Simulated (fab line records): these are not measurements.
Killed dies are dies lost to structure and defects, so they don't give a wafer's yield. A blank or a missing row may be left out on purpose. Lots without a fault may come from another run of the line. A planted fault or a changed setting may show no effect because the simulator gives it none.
Chamber matching    flow n5-finfet    4 sister chambers for N5_MOL_CONTACT_COAG_DESCUM_88 on rie-diel-05
The step chemistry O2, time 7 s. 20 wafers are shown with their chamber, then 10 later ones without.

WAFERS, EACH WITH ITS CHAMBER
wafer   chamber  drypump-motor-current-A (A)  throttle-valve-pct (%)  showerhead-plenum-p-Torr (Torr)
L075.1  3        5.7                          20.77                   2.07
L075.3  2        6.0                          20.50                   2.14
L075.6  2        5.9                          20.51                   2.14
L079.1  2        5.9                          20.53                   2.13
L079.4  1        5.1                          20.05                   2.10
L079.5  3        5.7                          20.81                   2.07
L080.2  0        6.4                          20.12                   2.16
L080.3  2        5.9                          20.51                   2.13
L080.5  1        5.1                          20.07                   2.10
L081.2  3        5.7                          20.80                   2.07
L081.3  2        5.9                          20.52                   2.13
L081.6  1        5.1                          20.05                   2.10
L082.1  2        5.9                          20.52                   2.13
L082.4  0        6.4                          20.13                   2.15
L082.5  0        6.4                          20.14                   2.15
L085.1  2        5.9                          20.55                   2.13
L085.4  3        5.7                          20.82                   2.06
L085.5  0        6.4                          20.15                   2.15
L089.2  0        6.4                          20.16                   2.15
L089.3  1        5.0                          20.08                   2.09

SIGNATURES, as means of the wafers listed above
reading                   chamber 0  chamber 1  chamber 2  chamber 3  scatter within a chamber
drypump-motor-current-A   6.400      5.075      5.914      5.700      0.0317
throttle-valve-pct        20.1400    20.0625    20.5200    20.8000    0.0171
showerhead-plenum-p-Torr  2.1520     2.0975     2.1329     2.0675     0.00483
Rule: for each reading, subtract the chamber's mean from the wafer's reading, divide by that reading's scatter and square the result; add these up over the readings and take the root, which gives the wafer's distance from the chamber. The wafer belongs to the nearest chamber; if the next one is less than 2 further off, it can't be placed. The scatter is the square root of a quotient: the sum, over the shown wafers, of each reading's squared deviation from its chamber's mean, divided by wafers minus chambers.

WAFERS WITH NO CHAMBER GIVEN
wafer   drypump-motor-current-A (A)  throttle-valve-pct (%)  showerhead-plenum-p-Torr (Torr)
L089.4  6.0                          20.54                   2.13
L094.1  6.0                          20.19                   2.13
L094.2  5.1                          20.11                   2.09
L094.4  5.9                          20.20                   2.13
L095.2  6.4                          20.17                   2.14
L095.3  5.9                          20.18                   2.13
L095.6  5.9                          20.19                   2.13
L096.3  5.9                          20.19                   2.12
L096.4  5.9                          20.20                   2.12
L096.5  6.4                          20.16                   2.14

WHICH CHAMBER EACH ONE RAN IN
wafer    from the rows above       in truth
L089.4   2                         2
L094.1   0                         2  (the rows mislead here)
L094.2   1                         1
L094.4   can't be placed: 0 or 2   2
L095.2   0                         0
L095.3   0                         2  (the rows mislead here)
L095.6   0                         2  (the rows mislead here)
L096.3   0                         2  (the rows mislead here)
L096.4   can't be placed: 0 or 2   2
L096.5   0                         0
Correctly placed: 4 of 10. Unplaceable from these rows: 2, with the true chamber sitting among the candidates in 2. 4 placed wrongly.
